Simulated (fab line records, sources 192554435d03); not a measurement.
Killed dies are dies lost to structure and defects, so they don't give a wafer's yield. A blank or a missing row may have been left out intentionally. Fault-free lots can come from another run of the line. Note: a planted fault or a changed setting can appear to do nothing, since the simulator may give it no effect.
fab line records | flow n5_finfet | part 1 of 2: steps 1 to 24 of 32
record lots=5 | wafers=15 | last_day=18
route steps=1938 shown BEOL_M2@849
lots that met no fault: from a run of the same line without faults
start_h: hours from the record's first day to the start of the lot's first wafer shown | wait_h: how many hours have passed since the lot's step before this one | " as in the row above | L1.1+2: several wafers, shown together as one row | - value missing, or start not given | * or withheld: withheld | < > ~ a bound
route shown NAME@n: names a module that has steps shown in the file, with the first one's number in the route | usual: the fault-free wafers' mean and standard deviation | same: alike in all rows | chamber/n: place in a boat | sites: the reading at each site | _std_site: the values' standard deviation | _edge_site: outer sites' mean less inner sites' | radius_mm: for every site, how far away it sits from the centre of the wafer | mask NAME#n: copy n | behind: tool/chamber where the wafer was last shaped | hold: why the lot was held/for how many hours/how that ended | device: names the non-switching transistor (n, p or np) | end of line: the route-end tests of the same wafers | where a step has no rows: the recipe by itself | killed: dies that structure and defects cost at the first sort, which is not the same as the wafer's yield | map: a wafer's dies, x killed, . not, _ none there
set.NAME: the setting the step ran with; set.NAME@STEP: the setting that earlier step ran with | model.NAME: the simulator's own value behind a step, which no gauge read
certain route steps with their lots: each step a table, each wafer a row
services: the hour from which a tool's chamber was out of use, counted from the record's first day as start_h (under 0 if before that day), plus the number of hours and why
## steps
# step N5_BEOL_M2_EBR_07
# recipe solvent=PGMEA | ebr_width_mm=1.5
lot.wafer  | tool           | chamber | start_h | wait_h
L076.2+4+5 | litho_track-03 | 0       | -       | -
L084.2+3+4 | litho_track-05 | 0       | -       | -
L087.2+3+4 | litho_track-03 | 0       | -       | -
L092.1+2+3 | litho_track-01 | 0       | -       | -
L094.4+5+6 | litho_track-01 | 0       | -       | -
# step N5_BEOL_M2_SOFTBAKE_06
# recipe temp_c=110 | time_s=60 | resist=CAR-EUV
# same time_s=60
lot.wafer  | tool           | chamber | start_h | wait_h
L076.2+4+5 | litho_track-03 | 0       | -       | -
L084.2+3+4 | litho_track-05 | 0       | -       | -
L087.2+3+4 | litho_track-03 | 0       | -       | -
L092.1+2+3 | litho_track-01 | 0       | -       | -
L094.4+5+6 | litho_track-01 | 0       | -       | -
# step N5_BEOL_M2_EXPOSE_08
# recipe mask_id=M2 | na=0.33 | source_shape=dipole | sigma_inner=0.369 | sigma_outer=0.767 | polarization=unpolarized | dose_mj=41.25
# usual exposure_dose_mJ_cm2=41.30/0.097
lot.wafer | tool           | chamber | start_h | wait_h | mask | exposure_dose_mJ_cm2
L076.2    | euv_scanner-02 | 0       | 154.32  | -      | M2#0 | 41.37
L076.4    | "              | 0       | "       | "      | M2#0 | 41.44
L076.5    | "              | 0       | "       | "      | M2#0 | 41.42
L084.2    | euv_scanner-01 | 0       | 197.49  | -      | M2#0 | 41.20
L084.3    | "              | 0       | "       | "      | M2#0 | 41.15
L084.4    | "              | 0       | "       | "      | M2#0 | 41.16
L087.2    | euv_scanner-02 | 0       | 240.65  | -      | M2#0 | 41.39
L087.3    | "              | 0       | "       | "      | M2#0 | 41.34
L087.4    | "              | 0       | "       | "      | M2#0 | 41.34
L092.1    | euv_scanner-02 | 0       | 258.38  | -      | M2#0 | 41.42
L092.2    | "              | 0       | "       | "      | M2#0 | 41.44
L092.3    | "              | 0       | "       | "      | M2#0 | 41.37
L094.4    | euv_scanner-01 | 0       | 268.32  | -      | M2#0 | 41.18
L094.5    | "              | 0       | "       | "      | M2#0 | 41.16
L094.6    | "              | 0       | "       | "      | M2#0 | 41.19
# step N5_BEOL_M2_PEB_09
# recipe peb_temp_c=100 | peb_time_s=60 | resist=CAR-EUV
# same peb_time_s=60
lot.wafer  | tool           | chamber | start_h | wait_h
L076.2+4+5 | litho_track-05 | 0       | 154.38  | 0.1
L084.2+3+4 | litho_track-01 | 0       | 197.55  | 0.1
L087.2+3+4 | litho_track-03 | 0       | 240.71  | 0.1
L092.1+2+3 | litho_track-03 | 0       | 258.44  | 0.1
L094.4+5+6 | litho_track-05 | 0       | 268.37  | 0.0
# step N5_BEOL_M2_DEVELOP_10
# recipe develop_time_s=30 | developer=TMAH | resist=CAR-EUV | rinse_liquid=surfactant_rinse | dry=air_spin | dev_temp_c=23
lot.wafer  | tool           | chamber | start_h | wait_h
L076.2+4+5 | litho_track-05 | 0       | -       | -
L084.2+3+4 | litho_track-01 | 0       | -       | -
L087.2+3+4 | litho_track-03 | 0       | -       | -
L092.1+2+3 | litho_track-03 | 0       | -       | -
L094.4+5+6 | litho_track-05 | 0       | -       | -
# step N5_BEOL_M2_CD_MEAS_11
# recipe target_cd_nm=16.79 | landing_energy_ev=500 | detector=se_inlens | polarity=opening
# usual cd_nm=16.79/0.26
lot.wafer | tool      | chamber | start_h | wait_h | cd_nm
L076.2    | cd_sem-03 | 0       | 154.44  | -      | 16.44
L076.4    | "         | 0       | "       | "      | 16.38
L076.5    | "         | 0       | "       | "      | 16.73
L084.2    | cd_sem-01 | 0       | 197.61  | -      | 16.58
L084.3    | "         | 0       | "       | "      | 16.45
L084.4    | "         | 0       | "       | "      | 16.62
L087.2    | cd_sem-01 | 0       | 240.77  | -      | 16.71
L087.3    | "         | 0       | "       | "      | 16.60
L087.4    | "         | 0       | "       | "      | 17.20
L092.1    | cd_sem-03 | 0       | 258.51  | -      | 17.05
L092.2    | "         | 0       | "       | "      | 16.88
L092.3    | "         | 0       | "       | "      | 17.06
L094.4    | cd_sem-03 | 0       | 268.44  | -      | 16.76
L094.5    | "         | 0       | "       | "      | 16.77
L094.6    | "         | 0       | "       | "      | 16.60
# step N5_BEOL_M2_OVL_MEAS_12
# recipe points_per_wafer=522
# usual M2_OVL=-0.1/0.65
lot.wafer | tool       | chamber | start_h | wait_h | M2_OVL[nm]
L076.2    | overlay-01 | 0       | 154.48  | 0.0    | 0.0
L076.4    | "          | 0       | "       | "      | -1.3
L076.5    | "          | 0       | "       | "      | -0.9
L084.2    | overlay-01 | 0       | 197.65  | 0.0    | -0.1
L084.3    | "          | 0       | "       | "      | 0.5
L084.4    | "          | 0       | "       | "      | -0.1
L087.2    | overlay-02 | 0       | 240.81  | 0.0    | 0.4
L087.3    | "          | 0       | "       | "      | -0.2
L087.4    | "          | 0       | "       | "      | 0.5
L092.1    | overlay-02 | 0       | 258.54  | 0.0    | 0.1
L092.2    | "          | 0       | "       | "      | -0.6
L092.3    | "          | 0       | "       | "      | -1.4
L094.4    | overlay-02 | 0       | 268.48  | 0.0    | 1.4
L094.5    | "          | 0       | "       | "      | 0.7
L094.6    | "          | 0       | "       | "      | -0.1
# step N5_BEOL_M2_INSPECT_13
# recipe mode=adi | inspect_instrument=brightfield
# usual raw_defect_count=452/95
lot.wafer | tool              | chamber | start_h | wait_h | raw_defect_count
L076.2    | defect_inspect-02 | -       | 154.53  | 0.0    | 428
L076.4    | "                 | -       | "       | "      | 513
L076.5    | "                 | -       | "       | "      | 438
L084.2    | defect_inspect-01 | -       | 197.70  | 0.0    | 676
L084.3    | "                 | -       | "       | "      | 412
L084.4    | "                 | -       | "       | "      | 495
L087.2    | defect_inspect-01 | -       | 240.86  | 0.0    | 708
L087.3    | "                 | -       | "       | "      | 559
L087.4    | "                 | -       | "       | "      | 426
L092.1    | defect_inspect-01 | -       | 258.60  | 0.1    | 570
L092.2    | "                 | -       | "       | "      | 487
L092.3    | "                 | -       | "       | "      | 540
L094.4    | defect_inspect-01 | -       | 268.53  | 0.0    | 452
L094.5    | "                 | -       | "       | "      | 342
L094.6    | "                 | -       | "       | "      | 336
# step N5_BEOL_M2_DESCUM_16
# recipe chemistry=O2 | time_s=7 | source_power_w=50 | bias_power_w=20 | pressure_mtorr=20 | rf_frequency_hz=2.712e+07 | temp_c=40 | resist=CAR-EUV | o2_flow_sccm=225
# usual drypump_motor_current_A=5.5/0.43 | oes_product_au=0.84/0.079 | rf_vpp_V=243.2/1.6 | showerhead_plenum_p_Torr=2.10/0.083 | throttle_valve_pct=20.38/0.18
# same time_s=7
lot.wafer | tool        | chamber | start_h | wait_h | drypump_motor_current_A | oes_product_au | rf_hours_counter_h | rf_vpp_V | showerhead_plenum_p_Torr | throttle_valve_pct
L076.2    | rie_diel-01 | 2       | 154.68  | 0.1    | 5.9                     | 0.69           | 229                | 243.1    | 1.97                     | 20.46
L076.4    | "           | 0       | "       | "      | 5.5                     | 0.96           | -                  | 242.6    | 2.05                     | 20.26
L076.5    | "           | 3       | "       | "      | 4.9                     | 0.95           | -                  | 242.7    | 2.14                     | 20.20
L084.2    | rie_diel-04 | 2       | 197.74  | 0.0    | 5.4                     | 0.81           | 101                | 243.0    | 2.10                     | 20.11
L084.3    | "           | 1       | "       | "      | 6.5                     | 0.86           | 58                 | 242.3    | 2.03                     | 20.65
L084.4    | "           | 2       | "       | "      | 5.4                     | 0.80           | -                  | 243.4    | 2.10                     | 20.11
L087.2    | rie_diel-04 | 3       | 241.04  | 0.2    | 5.8                     | 0.89           | 28                 | 244.2    | 2.22                     | 20.40
L087.3    | "           | 1       | "       | "      | 6.5                     | 0.85           | 70                 | 242.2    | 2.03                     | 20.67
L087.4    | "           | 2       | "       | "      | 5.4                     | 0.79           | 112                | 243.1    | 2.10                     | 20.13
L092.1    | rie_diel-04 | 3       | 258.84  | 0.2    | 5.9                     | 0.89           | 33                 | 244.4    | 2.22                     | 20.43
L092.2    | "           | 2       | "       | "      | 5.4                     | 0.79           | 118                | 244.2    | 2.10                     | 20.12
L092.3    | "           | 0       | "       | "      | 5.1                     | 0.91           | 12                 | 242.4    | 2.07                     | 20.52
L094.4    | rie_diel-04 | 0       | 268.56  | 0.0    | 5.1                     | 0.90           | 16                 | 242.9    | 2.07                     | 20.53
L094.5    | "           | 3       | "       | "      | 5.8                     | 0.89           | -                  | 244.9    | 2.21                     | 20.43
L094.6    | "           | 0       | "       | "      | 5.1                     | 0.91           | -                  | 241.6    | 2.07                     | 20.54
# step N5_BEOL_M2_ETCH_74
# recipe chemistry=N2/H2 | target=underlayer | target_depth_a=65 | mask_material=CAR-EUV | time_s=5.2 | ion_energy_ev=200 | pressure_mtorr=30 | source_w=840 | bias_w=150 | n2_flow_sccm=200 | h2_flow_sccm=200 | ends=cleared
# usual drypump_motor_current_A=5.5/0.42 | etch_rf_on_time_s=5.17/0.14 | oes_product_au=0.71/0.069 | rf_vpp_V=524/3.1 | showerhead_plenum_p_Torr=2.55/0.099 | throttle_valve_pct=17.75/0.24
lot.wafer | tool        | chamber | start_h | wait_h | drypump_motor_current_A | etch_rf_on_time_s | oes_product_au | rf_hours_counter_h | rf_vpp_V | showerhead_plenum_p_Torr | throttle_valve_pct
L076.2    | rie_diel-01 | 2       | 154.71  | 0.0    | 5.9                     | 5.16              | 0.60           | 229                | 521      | 2.40                     | 18.02
L076.4    | "           | 0       | "       | "      | 5.5                     | 5.17              | 0.80           | -                  | 522      | 2.49                     | 17.70
L076.5    | "           | 3       | "       | "      | 5.0                     | 5.09              | 0.80           | -                  | 524      | 2.58                     | 17.48
L084.2    | rie_diel-04 | 2       | 197.77  | 0.0    | 5.4                     | 5.38              | 0.67           | 101                | 524      | 2.56                     | 17.42
L084.3    | "           | 1       | "       | "      | 6.5                     | 5.02              | 0.73           | 58                 | 520      | 2.47                     | 18.11
L084.4    | "           | 2       | "       | "      | 5.4                     | 5.35              | 0.69           | -                  | 524      | 2.56                     | 17.46
L087.2    | rie_diel-04 | 3       | 241.08  | 0.0    | 5.8                     | 5.09              | 0.76           | 28                 | 529      | 2.70                     | 17.91
L087.3    | "           | 1       | "       | "      | 6.6                     | 5.04              | 0.73           | 70                 | 522      | 2.47                     | 18.17
L087.4    | "           | 2       | "       | "      | 5.4                     | 5.39              | 0.66           | 112                | 527      | 2.55                     | 17.48
L092.1    | rie_diel-04 | 3       | 258.87  | 0.0    | 5.9                     | 5.08              | 0.75           | 33                 | 529      | 2.70                     | 17.92
L092.2    | "           | 2       | "       | "      | 5.4                     | 5.43              | 0.66           | 118                | 523      | 2.55                     | 17.48
L092.3    | "           | 0       | "       | "      | 5.1                     | 5.16              | 0.77           | 12                 | 521      | 2.47                     | 17.56
L094.4    | rie_diel-04 | 0       | 268.59  | 0.0    | 5.1                     | 5.12              | 0.78           | 16                 | 523      | 2.47                     | 17.59
L094.5    | "           | 3       | "       | "      | 5.9                     | 5.14              | 0.76           | -                  | 529      | 2.70                     | 17.92
L094.6    | "           | 0       | "       | "      | 5.1                     | 5.18              | 0.77           | -                  | 522      | 2.47                     | 17.58
# step N5_BEOL_M2_ETCH_63
# recipe chemistry=CF4 | target=SiARC | target_depth_a=156 | mask_material=CAR-EUV | time_s=26 | ion_energy_ev=80 | pressure_mtorr=40 | source_w=545 | bias_w=36 | Ar_flow_sccm=100 | cf4_flow_sccm=100 | ends=cleared
# usual drypump_motor_current_A=5.5/0.42 | etch_rf_on_time_s=25.8/0.65 | oes_product_au=0.72/0.068 | rf_vpp_V=184.1/1.3 | showerhead_plenum_p_Torr=2.15/0.078 | throttle_valve_pct=15.53/0.2
lot.wafer | tool        | chamber | start_h | wait_h | drypump_motor_current_A | etch_rf_on_time_s | oes_product_au | rf_hours_counter_h | rf_vpp_V | showerhead_plenum_p_Torr | throttle_valve_pct
L076.2    | rie_diel-01 | 2       | 154.73  | 0.0    | 5.9                     | 26.1              | 0.59           | 229                | 182.0    | 2.04                     | 15.82
L076.4    | "           | 0       | "       | "      | 5.5                     | 26.0              | 0.80           | -                  | 184.5    | 2.12                     | 15.44
L076.5    | "           | 3       | "       | "      | 4.9                     | 25.5              | 0.80           | -                  | 184.4    | 2.19                     | 15.36
L084.2    | rie_diel-04 | 2       | 197.79  | 0.0    | 5.4                     | 26.9              | 0.68           | 101                | 183.3    | 2.16                     | 15.29
L084.3    | "           | 1       | "       | "      | 6.5                     | 25.4              | 0.74           | 58                 | 183.3    | 2.10                     | 15.84
L084.4    | "           | 2       | "       | "      | 5.4                     | 26.8              | 0.68           | -                  | 183.9    | 2.16                     | 15.30
L087.2    | rie_diel-04 | 3       | 241.09  | 0.0    | 5.9                     | 25.3              | 0.77           | 28                 | 185.5    | 2.27                     | 15.57
L087.3    | "           | 1       | "       | "      | 6.5                     | 25.0              | 0.73           | 70                 | 184.9    | 2.10                     | 15.86
L087.4    | "           | 2       | "       | "      | 5.4                     | 26.6              | 0.67           | 112                | 184.1    | 2.15                     | 15.34
L092.1    | rie_diel-04 | 3       | 258.89  | 0.0    | 5.9                     | 25.2              | 0.76           | 33                 | 186.1    | 2.26                     | 15.58
L092.2    | "           | 2       | "       | "      | 5.4                     | 26.7              | 0.66           | 118                | 184.3    | 2.15                     | 15.34
L092.3    | "           | 0       | "       | "      | 5.1                     | 24.9              | 0.78           | 12                 | 184.4    | 2.10                     | 15.53
L094.4    | rie_diel-04 | 0       | 268.61  | 0.0    | 5.1                     | 25.5              | 0.77           | 16                 | 183.5    | 2.10                     | 15.52
L094.5    | "           | 3       | "       | "      | 5.9                     | 25.5              | 0.75           | -                  | 185.9    | 2.26                     | 15.60
L094.6    | "           | 0       | "       | "      | 5.1                     | 25.5              | 0.77           | -                  | 182.7    | 2.10                     | 15.52
# step N5_BEOL_M2_ETCH_64
# recipe chemistry=N2/H2 | target=SOC | target_depth_a=750 | overetch_a=225 | mask_material=SiARC | temp_c=40 | time_s=121.9 | ion_energy_ev=200 | pressure_mtorr=30 | source_w=840 | bias_w=150 | n2_flow_sccm=200 | h2_flow_sccm=200
# usual drypump_motor_current_A=5.5/0.42 | oes_product_au=0.63/0.054 | rf_vpp_V=524.3/2.8 | showerhead_plenum_p_Torr=2.55/0.099 | throttle_valve_pct=17.71/0.24
# same time_s=121.9
lot.wafer | tool        | chamber | start_h | wait_h | drypump_motor_current_A | oes_product_au | rf_hours_counter_h | rf_vpp_V | showerhead_plenum_p_Torr | throttle_valve_pct
L076.2    | rie_diel-01 | 2       | 154.76  | 0.0    | 5.9                     | 0.53           | 229                | 521.8    | 2.40                     | 18.00
L076.4    | "           | 0       | "       | "      | 5.5                     | 0.71           | -                  | 522.3    | 2.49                     | 17.63
L076.5    | "           | 3       | "       | "      | 5.0                     | 0.70           | -                  | 526.1    | 2.58                     | 17.45
L084.2    | rie_diel-04 | 2       | 197.81  | 0.0    | 5.4                     | 0.62           | 101                | 524.1    | 2.56                     | 17.41
L084.3    | "           | 1       | "       | "      | 6.5                     | 0.64           | 58                 | 522.1    | 2.47                     | 18.08
L084.4    | "           | 2       | "       | "      | 5.4                     | 0.61           | -                  | 524.6    | 2.56                     | 17.40
L087.2    | rie_diel-04 | 3       | 241.12  | 0.0    | 5.9                     | 0.67           | 28                 | 527.6    | 2.70                     | 17.86
L087.3    | "           | 1       | "       | "      | 6.5                     | 0.64           | 70                 | 521.6    | 2.47                     | 18.10
L087.4    | "           | 2       | "       | "      | 5.5                     | 0.61           | 112                | 524.4    | 2.55                     | 17.42
L092.1    | rie_diel-04 | 3       | 258.92  | 0.0    | 5.9                     | 0.67           | 33                 | 528.2    | 2.70                     | 17.88
L092.2    | "           | 2       | "       | "      | 5.4                     | 0.60           | 118                | 525.1    | 2.55                     | 17.44
L092.3    | "           | 0       | "       | "      | 5.1                     | 0.68           | 12                 | 522.4    | 2.47                     | 17.52
L094.4    | rie_diel-04 | 0       | 268.64  | 0.0    | 5.1                     | 0.67           | 16                 | 522.9    | 2.47                     | 17.55
L094.5    | "           | 3       | "       | "      | 5.9                     | 0.66           | -                  | 527.5    | 2.70                     | 17.88
L094.6    | "           | 0       | "       | "      | 5.1                     | 0.69           | -                  | 522.1    | 2.47                     | 17.54
# step N5_BEOL_M2_STRIP_65
# recipe chemistry=N2/H2 | temp_c=40 | n2_flow_sccm=200 | h2_flow_sccm=200 | rf_frequency_hz=6e+07
lot.wafer  | tool        | chamber | start_h | wait_h
L076.2+4+5 | rie_diel-01 | 2,0,3   | 154.87  | 0.1
L084.2+3+4 | rie_diel-04 | 2,1,2   | 197.93  | 0.1
L087.2+3+4 | rie_diel-04 | 3,1,2   | 241.23  | 0.1
L092.1+2+3 | rie_diel-04 | 3,2,0   | 259.03  | 0.1
L094.4+5+6 | rie_diel-04 | 0,3,0   | 268.75  | 0.1
# step N5_BEOL_M2_STRIP_75
# recipe chemistry=N2/H2 | temp_c=40 | n2_flow_sccm=200 | h2_flow_sccm=200 | rf_frequency_hz=6e+07
lot.wafer  | tool        | chamber | start_h | wait_h
L076.2+4+5 | rie_diel-01 | 2,0,3   | 154.88  | 0.0
L084.2+3+4 | rie_diel-04 | 2,1,2   | 197.94  | 0.0
L087.2+3+4 | rie_diel-04 | 3,1,2   | 241.24  | 0.0
L092.1+2+3 | rie_diel-04 | 3,2,0   | 259.04  | 0.0
L094.4+5+6 | rie_diel-04 | 0,3,0   | 268.76  | 0.0
# step N5_BEOL_M2_STRIP_66
# recipe chemistry=CF4 | resist=SiARC | power_w=300 | bias_power_w=75 | pressure_mtorr=50 | cf4_flow_sccm=150 | rf_frequency_hz=6e+07
# usual drypump_motor_current_A=5.5/0.42 | oes_product_au=0.82/0.071 | rf_vpp_V=271.2/1.7 | showerhead_plenum_p_Torr=1.80/0.065 | throttle_valve_pct=13.49/0.22
lot.wafer | tool        | chamber | start_h | wait_h | drypump_motor_current_A | oes_product_au | rf_hours_counter_h | rf_vpp_V | showerhead_plenum_p_Torr | throttle_valve_pct
L076.2    | rie_diel-01 | 2       | 154.89  | 0.0    | 6.0                     | 0.69           | 229                | 269.3    | 1.71                     | 13.84
L076.4    | "           | 0       | "       | "      | 5.5                     | 0.92           | -                  | 270.4    | 1.77                     | 13.35
L076.5    | "           | 3       | "       | "      | 5.0                     | 0.91           | -                  | 269.1    | 1.83                     | 13.30
L084.2    | rie_diel-04 | 2       | 197.95  | 0.0    | 5.4                     | 0.80           | 101                | 272.1    | 1.80                     | 13.26
L084.3    | "           | 1       | "       | "      | 6.5                     | 0.84           | 58                 | 270.1    | 1.77                     | 13.77
L084.4    | "           | 2       | "       | "      | 5.4                     | 0.79           | -                  | 272.3    | 1.80                     | 13.27
L087.2    | rie_diel-04 | 3       | 241.25  | 0.0    | 5.8                     | 0.88           | 28                 | 272.8    | 1.90                     | 13.51
L087.3    | "           | 1       | "       | "      | 6.5                     | 0.81           | 70                 | 270.9    | 1.76                     | 13.80
L087.4    | "           | 2       | "       | "      | 5.4                     | 0.78           | 112                | 271.6    | 1.80                     | 13.29
L092.1    | rie_diel-04 | 3       | 259.05  | 0.0    | 5.8                     | 0.87           | 33                 | 272.7    | 1.90                     | 13.54
L092.2    | "           | 2       | "       | "      | 5.5                     | 0.78           | 118                | 272.6    | 1.80                     | 13.30
L092.3    | "           | 0       | "       | "      | 5.1                     | 0.89           | 12                 | 271.1    | 1.76                     | 13.45
L094.4    | rie_diel-04 | 0       | 268.77  | 0.0    | 5.1                     | 0.88           | 16                 | 270.3    | 1.76                     | 13.43
L094.5    | "           | 3       | "       | "      | 5.9                     | 0.86           | -                  | 272.4    | 1.90                     | 13.54
L094.6    | "           | 0       | "       | "      | 5.1                     | 0.89           | -                  | 269.2    | 1.76                     | 13.43
# step N5_BEOL_M2_HM_OPEN_17
# recipe chemistry=Cl2/BCl3 | target_depth_a=200 | overetch_a=60 | target=TiN | mask_material=SOC | ion_energy_ev=150 | pressure_mtorr=10 | icp_w=1000 | bias_w=126 | Cl2_flow_sccm=53.25 | bcl3_flow_sccm=21.75 | Ar_flow_sccm=25
# usual drypump_motor_current_A=5.6/0.49 | oes_product_au=0.60/0.066 | throttle_valve_pct=22.05/0.21
lot.wafer | tool         | chamber | start_h | wait_h | drypump_motor_current_A | oes_product_au | rf_hours_counter_h | throttle_valve_pct
L076.2    | rie_metal-03 | 1       | 154.96  | 0.1    | 4.9                     | 0.54           | -                  | 21.89
L076.4    | "            | 1       | "       | "      | 4.9                     | 0.54           | -                  | 21.87
L076.5    | "            | 1       | "       | "      | 4.9                     | 0.53           | -                  | 21.88
L084.2    | rie_metal-02 | 0       | 197.99  | 0.0    | 5.7                     | 0.56           | 99                 | 21.98
L084.3    | "            | 1       | "       | "      | 5.5                     | 0.64           | -                  | 21.84
L084.4    | "            | 0       | "       | "      | 5.8                     | 0.57           | -                  | 21.96
L087.2    | rie_metal-02 | 0       | 241.34  | 0.1    | 5.8                     | 0.55           | 103                | 22.02
L087.3    | "            | 0       | "       | "      | 5.8                     | 0.55           | -                  | 21.99
L087.4    | "            | 1       | "       | "      | 5.4                     | 0.63           | -                  | 21.87
L092.1    | rie_metal-02 | 0       | 259.09  | 0.0    | 5.7                     | 0.55           | 105                | 22.01
L092.2    | "            | 1       | "       | "      | 5.4                     | 0.62           | 59                 | 21.88
L092.3    | "            | 0       | "       | "      | 5.7                     | 0.55           | -                  | 22.01
L094.4    | rie_metal-03 | 1       | 268.84  | 0.1    | 4.9                     | 0.82           | -                  | 21.97
L094.5    | "            | 1       | "       | "      | 4.9                     | 0.82           | -                  | 21.98
L094.6    | "            | 0       | "       | "      | 6.1                     | 0.58           | -                  | 22.42
# step N5_BEOL_M2_STRIP_19
# recipe chemistry=O2 | power_w=400 | temp_c=40 | pressure_mtorr=30 | rf_frequency_hz=6e+07 | bias_power_w=0 | overash_fraction=0.2 | o2_flow_sccm=225
# usual drypump_motor_current_A=5.5/0.4 | oes_product_au=0.85/0.079 | rf_vpp_V=3.6/0.55 | showerhead_plenum_p_Torr=2.11/0.082 | throttle_valve_pct=16.57/0.17
# same overash_fraction=0.2
lot.wafer | tool        | chamber | start_h | wait_h | drypump_motor_current_A | oes_product_au | rf_hours_counter_h | rf_vpp_V | showerhead_plenum_p_Torr | throttle_valve_pct
L076.2    | rie_diel-01 | 0       | 155.13  | 0.1    | 5.5                     | 0.95           | 3                  | 3.9      | 2.06                     | 16.47
L076.4    | "           | 2       | "       | "      | 5.9                     | 0.69           | -                  | 3.2      | 1.97                     | 16.80
L076.5    | "           | 0       | "       | "      | 5.4                     | 0.95           | -                  | 3.2      | 2.06                     | 16.45
L084.2    | rie_diel-01 | 2       | 198.10  | 0.1    | 5.9                     | 0.68           | 247                | 3.4      | 1.97                     | 16.81
L084.3    | "           | 3       | "       | "      | 4.9                     | 0.91           | 36                 | 3.4      | 2.14                     | 16.44
L084.4    | "           | 1       | "       | "      | 5.2                     | 0.93           | 8                  | 3.8      | 2.15                     | 16.44
L087.2    | rie_diel-01 | 2       | 241.46  | 0.1    | 6.0                     | 0.98           | 4                  | 4.1      | 2.23                     | 16.47
L087.3    | "           | 3       | "       | "      | 5.0                     | 0.87           | 51                 | 4.1      | 2.13                     | 16.47
L087.4    | "           | 0       | "       | "      | 5.5                     | 0.86           | 36                 | 2.9      | 2.05                     | 16.53
L092.1    | rie_diel-01 | 3       | 259.54  | 0.4    | 4.9                     | 0.87           | 58                 | 4.9      | 2.13                     | 16.49
L092.2    | "           | 2       | "       | "      | 5.9                     | 0.96           | 8                  | 3.3      | 2.23                     | 16.50
L092.3    | "           | 0       | "       | "      | 5.5                     | 0.86           | 43                 | 3.5      | 2.04                     | 16.54
L094.4    | rie_diel-01 | 0       | 268.92  | 0.1    | 5.5                     | 0.86           | 46                 | 2.8      | 2.04                     | 16.56
L094.5    | "           | 0       | "       | "      | 5.5                     | 0.85           | -                  | 4.4      | 2.04                     | 16.54
L094.6    | "           | 1       | "       | "      | 5.2                     | 0.87           | -                  | 3.9      | 2.14                     | 16.47
# step N5_BEOL_M2_CD_MEAS_18
# recipe pitch_nm=36 | target_cd_nm=18
# usual cd_nm=18.1/0.33
lot.wafer | tool      | chamber | start_h | wait_h | cd_nm
L076.2    | cd_sem-01 | -       | 155.20  | 0.1    | 17.2
L076.4    | "         | -       | "       | "      | 17.5
L076.5    | "         | -       | "       | "      | 18.2
L084.2    | cd_sem-03 | -       | 198.17  | 0.1    | 18.4
L084.3    | "         | -       | "       | "      | 18.0
L084.4    | "         | -       | "       | "      | 18.0
L087.2    | cd_sem-02 | -       | 241.53  | 0.1    | 18.3
L087.3    | "         | -       | "       | "      | 18.9
L087.4    | "         | -       | "       | "      | 17.9
L092.1    | cd_sem-02 | -       | 259.61  | 0.0    | 18.5
L092.2    | "         | -       | "       | "      | 17.8
L092.3    | "         | -       | "       | "      | 18.7
L094.4    | cd_sem-03 | -       | 269.00  | 0.1    | 18.8
L094.5    | "         | -       | "       | "      | 17.9
L094.6    | "         | -       | "       | "      | 17.7
# step N5_BEOL_M2_COAT_67
# recipe resist=SOC | temp_c=250 | time_s=60 | spin_rpm=1500 | resist_thk_nm=60
# same time_s=60
lot.wafer  | tool           | chamber | start_h | wait_h
L076.2+4+5 | litho_track-03 | 0       | 155.24  | 0.0
L084.2+3+4 | litho_track-05 | 0       | 198.21  | 0.0
L087.2+3+4 | litho_track-03 | 0       | 241.57  | 0.0
L092.1+2+3 | litho_track-03 | 0       | 259.65  | 0.0
L094.4+5+6 | litho_track-03 | 0       | 269.03  | 0.0
# step N5_BEOL_M2_COAT_68
# recipe resist=SiARC | temp_c=220 | time_s=60 | spin_rpm=1500 | resist_thk_nm=12
# same time_s=60
lot.wafer  | tool           | chamber | start_h | wait_h
L076.2+4+5 | litho_track-03 | 0       | -       | -
L084.2+3+4 | litho_track-05 | 0       | -       | -
L087.2+3+4 | litho_track-03 | 0       | -       | -
L092.1+2+3 | litho_track-03 | 0       | -       | -
L094.4+5+6 | litho_track-03 | 0       | -       | -
# step N5_BEOL_M2_COAT_76
# recipe resist=underlayer | temp_c=205 | time_s=60 | spin_rpm=1500 | resist_thk_nm=5
# same time_s=60
lot.wafer  | tool           | chamber | start_h | wait_h
L076.2+4+5 | litho_track-03 | 0       | -       | -
L084.2+3+4 | litho_track-05 | 0       | -       | -
L087.2+3+4 | litho_track-03 | 0       | -       | -
L092.1+2+3 | litho_track-03 | 0       | -       | -
L094.4+5+6 | litho_track-03 | 0       | -       | -
# step N5_BEOL_M2_COAT_22
# recipe resist=CAR-EUV | spin_rpm=1500 | resist_thk_nm=30
lot.wafer  | tool           | chamber | start_h | wait_h
L076.2+4+5 | litho_track-03 | 0       | -       | -
L084.2+3+4 | litho_track-05 | 0       | -       | -
L087.2+3+4 | litho_track-03 | 0       | -       | -
L092.1+2+3 | litho_track-03 | 0       | -       | -
L094.4+5+6 | litho_track-03 | 0       | -       | -
# step N5_BEOL_M2_EBR_24
# recipe solvent=PGMEA | ebr_width_mm=1.5
lot.wafer  | tool           | chamber | start_h | wait_h
L076.2+4+5 | litho_track-03 | 0       | -       | -
L084.2+3+4 | litho_track-05 | 0       | -       | -
L087.2+3+4 | litho_track-03 | 0       | -       | -
L092.1+2+3 | litho_track-03 | 0       | -       | -
L094.4+5+6 | litho_track-03 | 0       | -       | -
# step N5_BEOL_M2_SOFTBAKE_23
# recipe temp_c=110 | time_s=60 | resist=CAR-EUV
# same time_s=60
lot.wafer  | tool           | chamber | start_h | wait_h
L076.2+4+5 | litho_track-03 | 0       | -       | -
L084.2+3+4 | litho_track-05 | 0       | -       | -
L087.2+3+4 | litho_track-03 | 0       | -       | -
L092.1+2+3 | litho_track-03 | 0       | -       | -
L094.4+5+6 | litho_track-03 | 0       | -       | -
